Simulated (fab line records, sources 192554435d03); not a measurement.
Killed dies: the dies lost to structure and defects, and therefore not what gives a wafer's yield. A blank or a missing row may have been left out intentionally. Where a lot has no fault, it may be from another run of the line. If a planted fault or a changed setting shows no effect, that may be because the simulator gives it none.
Lot-split experiment || flow n5-finfet || 21 wafers read across 7 lots, on a route 1938 steps long

== THE SPLIT ==
At N5_MIM_TOP_SPUTTER_03 (material TiN, target thk 35 nm, time 89.7 s), the setting power-w was moved away from the recipe's 3000 W on 6 of the 21 wafers read, by -12.2% to +12.5%. This setting was run at the recipe's value on the other wafers.

The reading comes from the split's own step.

== THE READING ==
TiN_of_MIM_TOP_SPUTTER_03.thk-nm (the simulator's own value, which no gauge read), in nm, at N5_MIM_TOP_SPUTTER_03 (material TiN, target thk 35 nm, time 89.7 s). The file gives no usual value for it. The 15 wafers here that ran the recipe average 35.2 nm, standard deviation 0.44 nm.

{"wafer": "L078.1", "tool, chamber at the split": "pvd-sputter-03, -", "power-w as run, W": 3376, "against the recipe": "+12.5%", "TiN_of_MIM_TOP_SPUTTER_03.thk-nm, nm": 39.2, "against lot-mates on the recipe": "+5.0"}
{"wafer": "L078.2", "tool, chamber at the split": "pvd-sputter-03, -", "power-w as run, W": 3376, "against the recipe": "+12.5%", "TiN_of_MIM_TOP_SPUTTER_03.thk-nm, nm": 38.4, "against lot-mates on the recipe": "+4.2"}
{"wafer": "L078.4", "tool, chamber at the split": "pvd-sputter-03, -", "power-w as run, W": 3000, "against the recipe": "recipe", "TiN_of_MIM_TOP_SPUTTER_03.thk-nm, nm": 34.2, "against lot-mates on the recipe": "-"}
{"wafer": "L082.1", "tool, chamber at the split": "pvd-sputter-02, -", "power-w as run, W": 3000, "against the recipe": "recipe", "TiN_of_MIM_TOP_SPUTTER_03.thk-nm, nm": 35, "against lot-mates on the recipe": "-"}
{"wafer": "L082.2", "tool, chamber at the split": "pvd-sputter-02, -", "power-w as run, W": 2665, "against the recipe": "-11.2%", "TiN_of_MIM_TOP_SPUTTER_03.thk-nm, nm": 31.8, "against lot-mates on the recipe": -3.2}
{"wafer": "L082.5", "tool, chamber at the split": "pvd-sputter-02, -", "power-w as run, W": 2665, "against the recipe": "-11.2%", "TiN_of_MIM_TOP_SPUTTER_03.thk-nm, nm": 31.2, "against lot-mates on the recipe": -3.8}
{"wafer": "L084.2", "tool, chamber at the split": "pvd-sputter-03, -", "power-w as run, W": 3000, "against the recipe": "recipe", "TiN_of_MIM_TOP_SPUTTER_03.thk-nm, nm": 34.8, "against lot-mates on the recipe": "-"}
{"wafer": "L084.3", "tool, chamber at the split": "pvd-sputter-03, -", "power-w as run, W": 3000, "against the recipe": "recipe", "TiN_of_MIM_TOP_SPUTTER_03.thk-nm, nm": 35.2, "against lot-mates on the recipe": "-"}
{"wafer": "L084.6", "tool, chamber at the split": "pvd-sputter-03, -", "power-w as run, W": 3000, "against the recipe": "recipe", "TiN_of_MIM_TOP_SPUTTER_03.thk-nm, nm": 35.2, "against lot-mates on the recipe": "-"}
{"wafer": "L089.2", "tool, chamber at the split": "pvd-sputter-01, -", "power-w as run, W": 3000, "against the recipe": "recipe", "TiN_of_MIM_TOP_SPUTTER_03.thk-nm, nm": 35, "against lot-mates on the recipe": "-"}
{"wafer": "L089.4", "tool, chamber at the split": "pvd-sputter-01, -", "power-w as run, W": 3000, "against the recipe": "recipe", "TiN_of_MIM_TOP_SPUTTER_03.thk-nm, nm": 35.6, "against lot-mates on the recipe": "-"}
{"wafer": "L089.6", "tool, chamber at the split": "pvd-sputter-01, -", "power-w as run, W": 2635, "against the recipe": "-12.2%", "TiN_of_MIM_TOP_SPUTTER_03.thk-nm, nm": 31.6, "against lot-mates on the recipe": -3.7}
{"wafer": "L091.3", "tool, chamber at the split": "pvd-sputter-02, -", "power-w as run, W": 3000, "against the recipe": "recipe", "TiN_of_MIM_TOP_SPUTTER_03.thk-nm, nm": 35.4, "against lot-mates on the recipe": "-"}
{"wafer": "L091.6", "tool, chamber at the split": "pvd-sputter-02, -", "power-w as run, W": 3000, "against the recipe": "recipe", "TiN_of_MIM_TOP_SPUTTER_03.thk-nm, nm": 35.4, "against lot-mates on the recipe": "-"}
{"wafer": "L091.5", "tool, chamber at the split": "pvd-sputter-02, -", "power-w as run, W": 3000, "against the recipe": "recipe", "TiN_of_MIM_TOP_SPUTTER_03.thk-nm, nm": 34.6, "against lot-mates on the recipe": "-"}
{"wafer": "L094.1", "tool, chamber at the split": "pvd-sputter-02, -", "power-w as run, W": 3000, "against the recipe": "recipe", "TiN_of_MIM_TOP_SPUTTER_03.thk-nm, nm": 35.2, "against lot-mates on the recipe": "-"}
{"wafer": "L094.4", "tool, chamber at the split": "pvd-sputter-02, -", "power-w as run, W": 3000, "against the recipe": "recipe", "TiN_of_MIM_TOP_SPUTTER_03.thk-nm, nm": 35.6, "against lot-mates on the recipe": "-"}
{"wafer": "L094.5", "tool, chamber at the split": "pvd-sputter-02, -", "power-w as run, W": 3000, "against the recipe": "recipe", "TiN_of_MIM_TOP_SPUTTER_03.thk-nm, nm": 34.8, "against lot-mates on the recipe": "-"}
{"wafer": "L095.3", "tool, chamber at the split": "pvd-sputter-02, -", "power-w as run, W": 3000, "against the recipe": "recipe", "TiN_of_MIM_TOP_SPUTTER_03.thk-nm, nm": 35.8, "against lot-mates on the recipe": "-"}
{"wafer": "L095.4", "tool, chamber at the split": "pvd-sputter-02, -", "power-w as run, W": 3000, "against the recipe": "recipe", "TiN_of_MIM_TOP_SPUTTER_03.thk-nm, nm": 35.8, "against lot-mates on the recipe": "-"}
{"wafer": "L095.5", "tool, chamber at the split": "pvd-sputter-02, -", "power-w as run, W": 2814, "against the recipe": "-6.2%", "TiN_of_MIM_TOP_SPUTTER_03.thk-nm, nm": 33.8, "against lot-mates on the recipe": -2.0}

FIT RESULTS
A straight line over all 21 wafers: TiN_of_MIM_TOP_SPUTTER_03.thk-nm changes by +0.3 nm for each +1% of power-w; r = +0.97; the points scatter about the line by 0.45 nm.
The same after taking each lot's own level away (the mean of its wafers on the recipe; 21 wafers): +0.336 nm for each +1%; r = +0.99; scatter 0.32 nm.
The reading moves by 4.2 nm for the largest change in power-w, on that fit.
From 34.20 to 35.80 nm: that is the span of the lots' own levels, equal to 3.7 times the standard deviation above.
Hence the slope depends on the lot-to-lot level, as the two fits are not the same.
Check: with one of the wafers moved furthest among these (+12.5%) left out of the fit, the line predicts +4.02 nm for it against its lot-mates. It came out at +5 nm against them.

== OTHER SPLITS APPLIED TO THESE WAFERS ==
Note: prior to the reading, these wafers also went through further splits. Each is held against what the fit with the lots' levels taken away leaves over:
{"other split on the same wafers": "N5_BEOL_M13_EXPOSE_07 dose-mj", "wafers away from the commonest value": 5, "r with TiN_of_MIM_TOP_SPUTTER_03.thk-nm (lot level and that fit taken away)": "+0.05"}
{"other split on the same wafers": "N5_BEOL_M13_ETCH_59 time-s", "wafers away from the commonest value": 5, "r with TiN_of_MIM_TOP_SPUTTER_03.thk-nm (lot level and that fit taken away)": -0.11}
{"other split on the same wafers": "N5_BEOL_M14_SPUTTER_43 power-w", "wafers away from the commonest value": 10, "r with TiN_of_MIM_TOP_SPUTTER_03.thk-nm (lot level and that fit taken away)": "+0.20"}
{"other split on the same wafers": "N5_BEOL_M15_ILD_DEP_00 temp-c", "wafers away from the commonest value": 8, "r with TiN_of_MIM_TOP_SPUTTER_03.thk-nm (lot level and that fit taken away)": "+0.03"}
{"other split on the same wafers": "N5_MIM_BOT_SPUTTER_00 time-s", "wafers away from the commonest value": 8, "r with TiN_of_MIM_TOP_SPUTTER_03.thk-nm (lot level and that fit taken away)": "+0.31"}

== THE FILE'S OWN FIT ==
TiN_of_MIM_TOP_SPUTTER_03.thk-nm changes by +0.329 nm for each +1% of power-w, r = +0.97.
